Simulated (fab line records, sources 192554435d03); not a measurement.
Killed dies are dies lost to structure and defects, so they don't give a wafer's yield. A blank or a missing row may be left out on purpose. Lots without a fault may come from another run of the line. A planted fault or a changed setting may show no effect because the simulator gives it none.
Chamber matching | flow n5_finfet | N5_BEOL_M9_STRIP_36 on rie_diel-02: 4 sister chambers
The step strips in N2/H2. 4 wafers are shown with their chamber, then 6 later ones without.

WAFERS WITH THEIR CHAMBER
wafer  | chamber | oes_product_au (a.u.)
L160.3 | 3       | 0.88
L161.5 | 2       | 0.85
L161.6 | 1       | 0.71
L163.5 | 0       | 0.69

WAFERS WITHOUT THEIR CHAMBER
wafer  | oes_product_au (a.u.)
L164.2 | 0.85
L164.5 | 0.84
L164.6 | 0.72
L174.1 | 0.68
L174.4 | 0.81
L174.5 | 0.83

WHICH CHAMBER EACH WENT THROUGH
wafer  | from the rows above     | in truth
L164.2 | can't be placed: 2 or 3 | 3
L164.5 | can't be placed: 2 or 3 | 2
L164.6 | can't be placed: 1 or 0 | 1
L174.1 | can't be placed: 0 or 1 | 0
L174.4 | can't be placed: 2 or 3 | 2
L174.5 | can't be placed: 2 or 3 | 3
Placed correctly: 0 of 6. Can't be placed from these rows: 6 (the true chamber is among the candidates in 6). Placed wrongly: 0.
How it was worked out, from the rows above alone: a wafer's distance from a chamber is the root of the sum, over the readings, of the square of ((its reading less the chamber's mean) divided by the reading's scatter). The wafer belongs to the nearest chamber; if the next one is less than 2 further off, it can't be placed. A chamber's mean is the mean of its shown wafers. The scatter: with one shown wafer a chamber, the root of the mean of the squares of how far each hidden wafer lies from its nearest shown one.
